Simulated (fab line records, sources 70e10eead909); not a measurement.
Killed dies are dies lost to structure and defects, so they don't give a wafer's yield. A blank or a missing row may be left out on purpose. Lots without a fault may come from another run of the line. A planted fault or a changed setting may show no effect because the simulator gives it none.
Chamber matching | flow nand_harc | NHARC_P_BONDPAD_DESCUM_11 on rie_diel-11: 4 sister chambers
The step chemistry O2, time 3 s. 4 wafers are shown with their chamber, then 11 later ones without.

WAFERS WITH THEIR CHAMBER
wafer  | chamber | drypump_motor_current_A (A)
L083.5 | 1       | 4.7
L087.3 | 3       | 5.6
L087.5 | 2       | 6.1
L088.1 | 0       | 5.5

WAFERS WITHOUT THEIR CHAMBER
wafer  | drypump_motor_current_A (A)
L088.2 | 6.1
L088.4 | 5.7
L090.2 | 5.7
L090.3 | 6.1
L090.6 | 6.1
L091.1 | 5.7
L091.4 | 4.7
L091.5 | 5.7
L097.2 | 5.7
L097.3 | 6.1
L097.4 | 5.5

WHICH CHAMBER EACH WENT THROUGH
wafer  | from the rows above     | in truth
L088.2 | 2                       | 2
L088.4 | can't be placed: 3 or 0 | 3
L090.2 | can't be placed: 3 or 0 | 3
L090.3 | 2                       | 2
L090.6 | 2                       | 2
L091.1 | can't be placed: 3 or 0 | 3
L091.4 | 1                       | 1
L091.5 | can't be placed: 3 or 0 | 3
L097.2 | can't be placed: 3 or 0 | 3
L097.3 | 2                       | 2
L097.4 | can't be placed: 0 or 3 | 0
Placed correctly: 5 of 11. Can't be placed from these rows: 6 (the true chamber is among the candidates in 6). Placed wrongly: 0.
How it was worked out, from the rows above alone: a wafer's distance from a chamber is the root of the sum, over the readings, of the square of ((its reading less the chamber's mean) divided by the reading's scatter). The wafer belongs to the nearest chamber; if the next one is less than 2 further off, it can't be placed. A chamber's mean is the mean of its shown wafers. The scatter: with one shown wafer a chamber, the root of the mean of the squares of how far each hidden wafer lies from its nearest shown one.
